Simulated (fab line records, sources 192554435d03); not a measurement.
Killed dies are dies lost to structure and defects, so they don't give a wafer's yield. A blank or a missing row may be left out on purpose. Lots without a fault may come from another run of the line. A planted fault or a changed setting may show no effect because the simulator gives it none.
A struck lot beside a sound one | flow n5_finfet | 25 steps out of a route of 1938
Sound: wafers L552.2, L552.5, L552.6. Struck: wafers L553.2, L553.4, L553.6. The cause comes at the end.
At each step with rows: each side's tool, then ch and its chambers, then its first start. Under that, the readings that differ: sound wafers | struck wafers | difference of the means | sigmas: that difference in standard deviations of wafers without a fault.
alike: readings whose means differ by less than 2 such deviations, and words and numbers that are the same on both sides. not compared: withheld readings, readings that some wafer has no value for, bounds like >300 that may hide the same value, and numbers for which the record gives no deviation and whose values overlap.
The two part at a step that has a row with sigmas, a row that says differs or no value, or rows on one side only. Numbers that don't overlap but have no deviation are shown without sigmas and don't part them. A reading that every wafer of one side lacks parts them only if that side has two wafers or more.

first, 11 steps without rows for these wafers: N5_MOL_CONTACT_COAG_ETCHBACK_135 (etches SiO2 in CHF3, target depth 25 nm, time 16.7 s); N5_MOL_CONTACT_COAG_STRIP_118 (strips in CHF3); N5_MOL_CONTACT_COAG_VIA_ETCH_46 (etches SiO2 in C4F6/O2, target depth 46 nm, overetch 9.2 nm, time 40 s); N5_MOL_CONTACT_COAG_STRIP_96 (strips in N2/H2); N5_MOL_CONTACT_COAG_ETCH_47 (etches SiNx in CH3F/O2, stops on W, target depth 27 nm); N5_MOL_CONTACT_COAG_STRIP_119 (strips in N2/H2, time 30 s); N5_MOL_CONTACT_COAG_PRECLEAN_144 (cleans in alkaline clean, time 60 s); N5_MOL_CONTACT_COAG_SRD_145 (time 30 s); N5_MOL_CONTACT_COAG_COAT_62 (time 60 s, resist thk 60 nm); N5_MOL_CONTACT_COAG_COAT_63 (time 60 s, resist thk 10 nm); N5_MOL_CONTACT_COAG_COAT_64 (time 60 s, resist thk 10 nm).
N5_MOL_CONTACT_COAG_COAT_34: resist thk 40 nm.
  sound on litho_track-03 ch 0, day 6 16:18; struck on litho_track-03 ch 0, day 7 04:04
  reading                                               | sound                | struck               | difference | sigmas
  spin_speed_rpm (rpm)                                  | 1499.3 1500.4 1498.3 | 1455.0 1453.3 1454.0 | -45.2      | -47
  model.CAR-EUV_of_MOL_CONTACT_COAG_COAT_34.thk_nm (nm) | 40 40 40             | 40.6 40.6 40.6       | +0.6       |
then, 9 steps without rows for these wafers: N5_MOL_CONTACT_COAG_EBR_36; N5_MOL_CONTACT_COAG_SOFTBAKE_35 (time 60 s); N5_MOL_CONTACT_COAG_EXPOSE_37 (exposes mask VD, defocus 0 nm); N5_MOL_CONTACT_COAG_PEB_38 (peb time 60 s); N5_MOL_CONTACT_COAG_DEVELOP_39 (develop time 30 s); N5_MOL_CONTACT_COAG_DESCUM_45 (chemistry O2, time 7 s); N5_MOL_CONTACT_COAG_ETCH_65 (etches underlayer in N2/H2, target depth 13 nm, time 10.4 s); N5_MOL_CONTACT_COAG_ETCH_66 (etches SiARC in CF4, target depth 13 nm, time 21.7 s); N5_MOL_CONTACT_COAG_ALD_133 (deposits SiO2, target thk 5 nm, pulse time 1 s, co reactant pulse time 1 s).
N5_MOL_CONTACT_COAG_ETCHBACK_134: etches SiO2 in CHF3, target depth 10 nm, time 6.7 s.
  sound on rie_diel-03 ch 2,3, day 6 17:08; struck on rie_diel-03 ch 1,2, day 7 04:46
  reading                                               | sound          | struck         | difference | sigmas
  model.CAR-EUV_of_MOL_CONTACT_COAG_COAT_34.thk_nm (nm) | 15.6 15.4 15.4 | 16.2 16.2 16.2 | +0.7       |
  alike: chamber_pressure_mTorr, drypump_motor_current_A, oes_ar_750_au, oes_product_au, rf_vpp_V, showerhead_plenum_p_Torr, throttle_valve_pct
  not compared: rf_hours_counter_h
then, 1 step without rows for these wafers: N5_MOL_CONTACT_COAG_ETCH_67 (etches SOC in N2/H2, target depth 60 nm, overetch 21 nm, time 101.2 s).
-- the record jumps here: 3 days lie between the struck wafers' starts before and after (it left off in module MOL_CONTACT_COAG and takes up again in module BEOL_M4, whose first step shown is number 1111 of the route) --
N5_BEOL_M4_RC_MEAS_101:
  sound on prober-02 ch 0, day 9 11:30; struck on prober-01 ch 0, day 9 17:38
  alike: DIBL_N, DIBL_P, IOFF_N, IOFF_P, ION_N, ION_P, SS_N, SS_P, VT_N, VT_P
N5_PASSIVATION_PROBE_49:
  the record has rows for the sound wafers here (prober-02, day 13 16:44) and none for the struck ones

WHERE THEY PART
First at N5_MOL_CONTACT_COAG_COAT_34; last, within this record, at N5_PASSIVATION_PROBE_49.

WHY: what the simulator had put in
Process parameter drift: litho_track-03, from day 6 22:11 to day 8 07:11, at N5_MOL_CONTACT_COAG_COAT_34. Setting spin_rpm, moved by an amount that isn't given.
